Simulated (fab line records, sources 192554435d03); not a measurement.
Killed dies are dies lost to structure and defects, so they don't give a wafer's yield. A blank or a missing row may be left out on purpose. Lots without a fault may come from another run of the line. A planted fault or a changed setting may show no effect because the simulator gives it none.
Chamber matching | flow n5_finfet | N5_FIN_CUT_ETCH_20 on rie_diel-05: 4 sister chambers
The step etches SiARC in CF4, target depth 26 nm, time 43.3 s. 24 wafers are shown with their chamber, then 12 later ones without.

WAFERS WITH THEIR CHAMBER
wafer  | chamber | drypump_motor_current_A (A) | throttle_valve_pct (%) | showerhead_plenum_p_Torr (Torr)
L074.1 | 0       | 6.6                         | 15.27                  | 2.09
L074.3 | 3       | 5.9                         | 15.77                  | 2.23
L074.4 | 2       | 6.6                         | 15.43                  | 2.15
L075.1 | 1       | 5.3                         | 15.71                  | 2.20
L075.4 | 2       | 6.6                         | 15.43                  | 2.15
L075.6 | 2       | 6.6                         | 15.44                  | 2.14
L077.3 | 0       | 6.6                         | 15.29                  | 2.08
L077.5 | 2       | 6.6                         | 15.46                  | 2.14
L077.6 | 1       | 5.4                         | 15.71                  | 2.20
L078.1 | 3       | 5.8                         | 15.77                  | 2.22
L078.2 | 2       | 6.6                         | 15.45                  | 2.14
L078.3 | 1       | 5.3                         | 15.73                  | 2.20
L079.2 | 3       | 5.8                         | 15.79                  | 2.22
L079.4 | 1       | 5.3                         | 15.72                  | 2.20
L079.5 | 2       | 6.6                         | 15.45                  | 2.14
L080.1 | 2       | 6.6                         | 15.45                  | 2.14
L080.4 | 3       | 5.9                         | 15.79                  | 2.22
L080.5 | 0       | 6.6                         | 15.27                  | 2.08
L081.1 | 1       | 5.3                         | 15.73                  | 2.20
L081.2 | 3       | 5.9                         | 15.79                  | 2.22
L081.6 | 0       | 6.6                         | 15.29                  | 2.08
L085.2 | 1       | 5.3                         | 15.75                  | 2.20
L085.4 | 0       | 6.6                         | 15.29                  | 2.08
L085.6 | 1       | 5.3                         | 15.75                  | 2.20

SIGNATURES (means of the wafers above)
reading                  | chamber 0 | chamber 1 | chamber 2 | chamber 3 | scatter within a chamber
drypump_motor_current_A  | 6.600     | 5.314     | 6.600     | 5.860     | 0.0321
throttle_valve_pct       | 15.2820   | 15.7286   | 15.4443   | 15.7820   | 0.0131
showerhead_plenum_p_Torr | 2.0820    | 2.2000    | 2.1429    | 2.2220    | 0.00389
Rule: a wafer's distance from a chamber is the root of the sum, over the readings, of the square of ((its reading less the chamber's mean) divided by the reading's scatter). The wafer belongs to the nearest chamber; if the next one is less than 2 further off, it can't be placed. The scatter: the root of (the sum of the squares of (reading less its chamber's mean) over the shown wafers, divided by (wafers less chambers)).

WAFERS WITHOUT THEIR CHAMBER
wafer  | drypump_motor_current_A (A) | throttle_valve_pct (%) | showerhead_plenum_p_Torr (Torr)
L087.2 | 6.6                         | 15.49                  | 2.14
L087.4 | 6.6                         | 15.31                  | 2.08
L087.6 | 6.6                         | 15.32                  | 2.08
L089.1 | 6.7                         | 15.49                  | 2.14
L089.3 | 5.3                         | 15.76                  | 2.19
L089.6 | 5.9                         | 15.82                  | 2.22
L092.2 | 6.6                         | 15.49                  | 2.13
L092.3 | 6.6                         | 15.32                  | 2.07
L092.5 | 5.3                         | 15.77                  | 2.19
L096.3 | 5.3                         | 15.81                  | 2.19
L096.5 | 5.9                         | 15.83                  | 2.21
L096.6 | 6.6                         | 15.52                  | 2.13

WHICH CHAMBER EACH WENT THROUGH
wafer  | from the rows above | in truth
L087.2 | 2                   | 2
L087.4 | 0                   | 0
L087.6 | 0                   | 0
L089.1 | 2                   | 2
L089.3 | 1                   | 1
L089.6 | 3                   | 3
L092.2 | 2                   | 2
L092.3 | 0                   | 0
L092.5 | 1                   | 1
L096.3 | 1                   | 1
L096.5 | 3                   | 3
L096.6 | 2                   | 2
Placed correctly: 12 of 12. Can't be placed from these rows: 0. Placed wrongly: 0.
